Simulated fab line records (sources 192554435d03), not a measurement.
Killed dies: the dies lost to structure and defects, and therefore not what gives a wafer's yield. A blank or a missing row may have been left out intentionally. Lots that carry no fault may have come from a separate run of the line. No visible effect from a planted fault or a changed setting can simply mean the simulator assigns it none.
A struck lot beside a sound one -- flow n5_finfet -- 23 steps out of a route of 1938
Sound: these wafers, L587.2, L587.3, L587.6. Wafers struck: L597.2, L597.4, L597.5. The cause is named last.
Each step with rows lists, per side, the tool, then ch with its chambers, then its first start. Under that, the readings that differ: sound wafers -- struck wafers -- difference of the means -- sigmas: that difference in standard deviations of wafers without a fault.
alike: words and numbers the same on both sides, and readings whose means are apart by under 2 such deviations; not compared: readings that were withheld, readings missing a value for some wafer, numbers with overlapping values and no deviation given by the record, and bounds like >300 which may hide the same value.
The two part at a step that has a row with sigmas, a row that says differs or no value, or rows on one side only. Numbers that have no deviation but don't overlap get no sigmas and don't part them. A reading missing from all wafers of one side parts the sides only when that side holds two or more wafers.

first, 9 steps without rows for these wafers: N5_DUMMY_GATE_EXPOSE_12 (exposes mask GATE, target cd 25 nm); N5_DUMMY_GATE_PEB_13 (peb time 60 s); N5_DUMMY_GATE_DEVELOP_14 (develop time 30 s); N5_DUMMY_GATE_DESCUM_20 (chemistry O2, time 6.2 s); N5_DUMMY_GATE_ETCH_29 (etches underlayer in N2/H2, target depth 13 nm); N5_DUMMY_GATE_ETCH_36 (etches SiARC in CF4, target depth 13 nm); N5_DUMMY_GATE_ETCH_37 (etches SOC in N2/H2, target depth 60 nm, overetch 30 nm); N5_DUMMY_GATE_STRIP_38 (strips in N2/H2); N5_DUMMY_GATE_STRIP_39 (strips in N2/H2).
N5_DUMMY_GATE_TRIM_49: chemistry O2, time 29 s, target cd 14 nm.
  sound on rie_si-03 ch 1,3, day 3 23:33; struck on rie_si-04 ch 1,2, day 6 13:55
  no value came back on the struck wafers for any of 5 readings (O2_flow_sccm (sccm), bias_power_w (W) and others); on the sound wafers O2_flow_sccm (sccm) reads 100.2 99.8 100.3
reading,sound,struck,difference,sigmas
model.DUMMY_GATE.cd_nm (nm),14.2 14.2 13.8,23.2 22.8 22.6,+8.8,
  not compared: rf_hours_counter_h
then, 1 step without rows for these wafers: N5_DUMMY_GATE_STRIP_40 (strips in CF4).
N5_DUMMY_GATE_CD_MEAS_50: the cd target is 14 nm.
  struck on cd_sem-03, day 6 14:10; sound on cd_sem-03, day 3 23:49
reading,sound,struck,difference,sigmas
cd_nm (nm),13.8 14.4 13.9,23.0 23.0 22.6,+8.8,+26
then, 6 steps without rows for these wafers: N5_DUMMY_GATE_ETCH_31 (etches SiO2 in C4F6/O2, target depth 82.5 nm, time 27.5 s); N5_DUMMY_GATE_STRIP_41 (strips in O2); N5_DUMMY_GATE_HM_OPEN_21 (chemistry CH3F/O2, target SiNx, target depth 120 nm, time 171.4 s); N5_DUMMY_GATE_ETCH_32 (etches SiO2 in CF4, target depth 3.5 nm, time 3.9 s); N5_DUMMY_GATE_ETCH_23 (etches poly-Si in HBr/Cl2/O2, target depth 41 nm, time 22.3 s); N5_DUMMY_GATE_ETCH_44 (etches poly-Si in HBr/O2, stops on SiO2, target depth 127.5 nm).
N5_DUMMY_GATE_CD_MEAS_24: the cd target is 15 nm.
  struck on cd_sem-01, day 6 14:49; sound on cd_sem-01, day 4 00:20
reading,sound,struck,difference,sigmas
cd_nm (nm),15.1 15.3 14.5,24.2 23.7 23.9,+9.0,+24
N5_DUMMY_GATE_ETCH_42: etches SiO2 in CHF3/O2, target depth 3.5 nm, time 31 s.
  sound on rie_diel-05 ch 0,2, day 4 00:23; struck on rie_diel-05 ch 0,1,2, day 6 14:54
reading,sound,struck,difference,sigmas
model.DUMMY_GATE.cd_nm (nm),15 15.4 14.6,24 23.8 23.6,+9,
  alike: CHF3_flow_sccm, O2_flow_sccm, drypump_motor_current_A, oes_product_au, rf_vpp_V, showerhead_plenum_p_Torr, throttle_valve_pct
  not compared: rf_hours_counter_h
then, 1 step without rows for these wafers: N5_DUMMY_GATE_STRIP_48 (strips in N2/H2, time 20 s).
N5_BEOL_M4_RC_MEAS_101:
  the record has rows for the sound wafers here (prober-01 ch 0, day 10 00:03) and none for the struck ones
-- here the record skips 11 days between the struck wafers' starts before and after, leaving off in module BEOL_M4 and picking up in module PASSIVATION (first step shown: number 1936 of the route) --
N5_PASSIVATION_PROBE_49:
  the record has rows for the struck wafers here (prober-01, day 17 17:31) and none for the sound ones

WHERE THEY PART
Last at N5_PASSIVATION_PROBE_49 as far as this record goes, first at N5_DUMMY_GATE_TRIM_49.

WHY: the cause the simulator had injected
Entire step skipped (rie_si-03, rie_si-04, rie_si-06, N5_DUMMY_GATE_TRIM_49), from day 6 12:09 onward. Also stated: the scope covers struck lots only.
